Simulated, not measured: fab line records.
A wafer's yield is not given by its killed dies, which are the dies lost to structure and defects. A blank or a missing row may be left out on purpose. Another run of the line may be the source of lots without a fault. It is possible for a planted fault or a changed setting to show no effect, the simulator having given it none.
Which tool was responsible? | flow n5-finfet | 10 lots, 30 wafers sampled, at 5 steps of a route of 1938

== WHAT EACH GAUGE READ, for each wafer ==
N5_BEOL_M4_THK_MEAS_01. Usual: M4_ILD_THK typically reads 78.6 nm, with standard deviation 0.97.
lot  | measured     | on            | M4_ILD_THK (nm) | flag
L593 | day 7 14:26  | film-metro-01 | 78.0 79.8 78.5  |
L595 | day 8 03:38  | film-metro-02 | 77.2 78.8 77.5  |
L598 | day 9 04:18  | film-metro-01 | 78.3 78.0 78.6  |
L599 | day 9 17:08  | film-metro-01 | 78.0 76.8 79.1  |
L601 | day 9 20:29  | film-metro-02 | 77.9 78.1 79.2  |
L609 | day 11 20:24 | film-metro-01 | 78.1 78.4 79.4  |
L611 | day 12 00:59 | film-metro-01 | 77.5 78.0 79.3  |
L612 | day 12 21:38 | film-metro-01 | 78.9 78.9 79.4  |
L615 | day 13 04:41 | film-metro-02 | 78.3 79.6 78.2  |
L614 | day 13 12:31 | film-metro-01 | 78.5 80.1 79.0  |

N5_BEOL_M4_CD_MEAS_11: the cd target is 16.79 nm. Usual: cd-nm 16.83 nm, standard deviation 0.23.
lot  | measured     | on        | cd-nm (nm)        | flag
L593 | day 7 16:13  | cd-sem-01 | 16.86 16.83 16.92 |
L595 | day 8 04:35  | cd-sem-01 | 16.82 16.69 16.92 |
L598 | day 9 06:54  | cd-sem-02 | 16.70 16.73 16.53 |
L599 | day 9 19:28  | cd-sem-03 | 16.56 16.55 17.06 |
L601 | day 9 22:41  | cd-sem-01 | 17.15 16.84 16.97 |
L609 | day 11 21:29 | cd-sem-01 | 17.04 16.63 16.21 |
L611 | day 12 02:57 | cd-sem-03 | 16.85 17.22 16.82 |
L612 | day 12 23:58 | cd-sem-03 | 16.95 16.83 17.08 |
L615 | day 13 07:34 | cd-sem-01 | 16.70 16.76 16.58 |
L614 | day 13 14:14 | cd-sem-03 | 17.19 17.02 16.55 |

N5_BEOL_M4_RC_MEAS_101. Usual: DIBL_N 36.4 mV/V, standard deviation 1.3; DIBL_P 36.5 mV/V, standard deviation 1.7; IOFF_N 0.154 nA/um, standard deviation 0.022; IOFF_P 0.202 nA/um, standard deviation 0.025; ION_N 671 uA/um, standard deviation 9.8; ION_P 460 uA/um, standard deviation 6.8; SS_N 71.6 mV/dec, standard deviation 0.54; SS_P 73.4 mV/dec, standard deviation 0.58; VT_N 250.9 mV, standard deviation 2.8; VT_P -251.4 mV, standard deviation 2.7.
lot  | measured     | on        | DIBL_N (mV/V)  | DIBL_P (mV/V)  | IOFF_N (nA/um)    | IOFF_P (nA/um)    | ION_N (uA/um) | ION_P (uA/um) | SS_N (mV/dec)  | SS_P (mV/dec)  | VT_N (mV)         | VT_P (mV)            | flag
L593 | day 8 04:26  | prober-02 | 37.2 34.8 37.4 | 35.9 33.7 36.4 | 0.159 0.124 0.168 | 0.181 0.161 0.194 | 682 668 674   | 449 458 452   | 73.0 71.3 72.1 | 73.1 73.1 72.9 | 252.0 255.4 250.2 | -252.2 -252.7 -252.2 |
L595 | day 8 14:12  | prober-02 | 39.3 36.8 35.7 | 38.5 36.2 34.4 | 0.174 0.132 0.116 | 0.185 0.155 0.142 | 669 662 657   | 447 446 444   | 72.4 71.7 71.4 | 74.5 72.9 73.5 | 252.2 253.1 258.6 | -256.8 -256.9 -256.9 |
L598 | day 9 13:07  | prober-02 | 37.8 36.2 36.0 | 37.6 35.6 35.5 | 0.182 0.152 0.147 | 0.234 0.199 0.197 | 680 684 681   | 470 466 466   | 71.4 70.8 71.3 | 73.9 73.4 73.8 | 247.4 249.2 248.4 | -247.5 -249.2 -248.3 |
L599 | day 10 04:04 | prober-02 | 35.0 35.8 35.1 | 35.0 36.2 34.2 | 0.147 0.169 0.147 | 0.186 0.206 0.174 | 666 679 666   | 460 465 449   | 71.6 71.2 71.5 | 73.4 73.2 73.8 | 252.3 249.0 252.8 | -252.5 -253.1 -252.6 |
L601 | day 10 08:23 | prober-01 | 36.8 34.7 35.9 | 37.6 35.0 36.6 | 0.163 0.129 0.149 | 0.205 0.174 0.195 | 674 655 672   | 460 453 467   | 71.6 71.5 71.7 | 73.1 73.2 73.2 | 249.0 253.7 250.0 | -249.7 -253.0 -250.1 |
L609 | day 12 04:25 | prober-01 | 34.8 35.5 36.8 | 34.5 35.5 36.3 | 0.125 0.136 0.145 | 0.172 0.194 0.209 | 655 660 659   | 449 458 458   | 71.9 71.4 71.2 | 72.9 73.9 73.0 | 256.1 254.0 250.3 | -255.7 -254.8 -253.4 |
L611 | day 12 18:36 | prober-01 | 35.8 38.0 36.2 | 35.5 37.1 35.9 | 0.135 0.161 0.139 | 0.225 0.260 0.243 | 662 656 655   | 466 461 458   | 70.9 72.7 71.7 | 73.0 73.9 73.3 | 253.4 249.9 252.5 | -250.0 -247.8 -245.9 |
L612 | day 13 07:52 | prober-01 | 37.1 37.6 37.2 | 35.6 37.3 37.7 | 0.163 0.188 0.193 | 0.198 0.241 0.248 | 661 676 687   | 449 463 469   | 71.9 71.9 71.4 | 73.7 74.4 73.6 | 250.8 244.2 246.1 | -252.9 -245.9 -245.7 |
L615 | day 13 17:35 | prober-01 | 36.1 37.4 37.3 | 37.4 38.9 38.9 | 0.157 0.189 0.187 | 0.192 0.220 0.211 | 677 685 669   | 453 465 455   | 71.5 71.6 71.8 | 73.3 74.2 73.7 | 247.4 245.6 248.7 | -252.0 -250.3 -251.6 |
L614 | day 13 22:59 | prober-01 | 34.7 35.0 35.2 | 34.7 35.3 36.0 | 0.130 0.134 0.145 | 0.191 0.199 0.215 | 662 679 672   | 459 466 464   | 71.6 70.6 71.2 | 72.5 72.7 72.4 | 253.3 251.0 250.8 | -251.2 -248.1 -249.1 |

== WHICH TOOL RAN EACH LOT (tool, then ch and the chambers of the sampled wafers, then the start) ==
lot  | N5_BEOL_M4_PECVD_72             | N5_BEOL_M4_COAT_73
L593 | pecvd-04 ch 1,2, day 7 14:28    | litho-track-05 ch 0, day 7 15:57
L595 | pecvd-02 ch 0,2, day 8 03:40    | litho-track-05 ch 0, day 8 04:12
L598 | pecvd-01 ch 0,1, day 9 04:20    | litho-track-01 ch 0, day 9 06:31
L599 | pecvd-01 ch 0,1, day 9 17:10    | litho-track-05 ch 0, day 9 19:11
L601 | pecvd-04 ch 0,1,2, day 9 20:32  | litho-track-05 ch 0, day 9 22:26
L609 | pecvd-01 ch 0,1, day 11 20:26   | litho-track-04 ch 0, day 11 21:05
L611 | pecvd-02 ch 1,2, day 12 01:01   | litho-track-01 ch 0, day 12 02:34
L612 | pecvd-02 ch 1,2, day 12 21:41   | litho-track-01 ch 0, day 12 23:41
L615 | pecvd-01 ch 0,1,2, day 13 04:44 | litho-track-05 ch 0, day 13 07:17
L614 | pecvd-02 ch 0,1, day 13 12:34   | litho-track-01 ch 0, day 13 13:58
- N5_BEOL_M4_PECVD_72: deposits SiO2 from TEOS/O2, target thk 16 nm, time 18 s.
- N5_BEOL_M4_COAT_73: time 60 s, resist thk 5 nm.

== AS READ BY THE TOOLS THEMSELVES (means over the sampled wafers that have a number; for cases with no such wafer, the mark the record gives instead) ==
N5_BEOL_M4_PECVD_72. Usual: heater-power-w 725 W, standard deviation 97; showerhead-plenum-p-Torr 8.77 Torr, standard deviation 0.042; throttle-valve-pct 22.8 %, standard deviation 1.3.
lot  | tool     | heater-power-w (W) | showerhead-plenum-p-Torr (Torr) | throttle-valve-pct (%) | flag
L593 | pecvd-04 | 650                | 8.75                            | 22.5                   |
L595 | pecvd-02 | 769                | 8.80                            | 22.3                   |
L598 | pecvd-01 | 684                | 8.76                            | 24.0                   |
L599 | pecvd-01 | 722                | 8.73                            | 23.9                   |
L601 | pecvd-04 | 745                | 8.78                            | 22.4                   |
L609 | pecvd-01 | 680                | 8.76                            | 23.9                   |
L611 | pecvd-02 | 647                | 8.76                            | 21.3                   |
L612 | pecvd-02 | 673                | 8.79                            | 21.4                   |
L615 | pecvd-01 | 716                | 8.77                            | 23.4                   |
L614 | pecvd-02 | 768                | 8.78                            | 22.4                   |

N5_BEOL_M4_COAT_73. Usual: dispense-pressure-kPa 46 kPa, standard deviation 3.4; resist-line-temp-C 23.02 C, standard deviation 0.12; spin-speed-rpm 1500.0 rpm, standard deviation 1.1.
lot  | tool           | dispense-pressure-kPa (kPa) | resist-line-temp-C (C) | spin-speed-rpm (rpm) | flag
L593 | litho-track-05 | 41                          | 23.21                  | 1501.2               |
L595 | litho-track-05 | 41                          | 22.97                  | 1500.2               |
L598 | litho-track-01 | 48                          | 23.03                  | 1498.7               |
L599 | litho-track-05 | 41                          | 23.03                  | 1455.6               | OFF
L601 | litho-track-05 | 41                          | 22.91                  | 1456.5               | OFF
L609 | litho-track-04 | 49                          | 23.11                  | 1499.9               |
L611 | litho-track-01 | 48                          | 23.12                  | 1499.1               |
L612 | litho-track-01 | 48                          | 23.02                  | 1499.8               |
L615 | litho-track-05 | 42                          | 23.07                  | 1499.0               |
L614 | litho-track-01 | 48                          | 23.02                  | 1500.2               |

== THE ANSWER, worked out from the rows above alone ==
Rule: take the mean of a lot's wafers that have a number; if it is more than 3 standard deviations from the usual mean, the lot is off. Also off: a lot with no number at a reading for which 4 or more lots have one. All remaining lots with rows at the step are treated as sound. After the gauges, taken in route order, come the tools' own readings; for these a lot's mean is taken, as printed above. The first step at which some lot is off is used, and at that step the reading that is off furthest; a lot without a number counts as furthest.
Off: L599, L601, at N5_BEOL_M4_COAT_73 (spin-speed-rpm).
A tool fits if, at that step or a process step before it, it ran every lot that is off, and no sound lot after the first of them. None of those tried fits.

== WHAT THE SIMULATOR HAD PUT IN ==
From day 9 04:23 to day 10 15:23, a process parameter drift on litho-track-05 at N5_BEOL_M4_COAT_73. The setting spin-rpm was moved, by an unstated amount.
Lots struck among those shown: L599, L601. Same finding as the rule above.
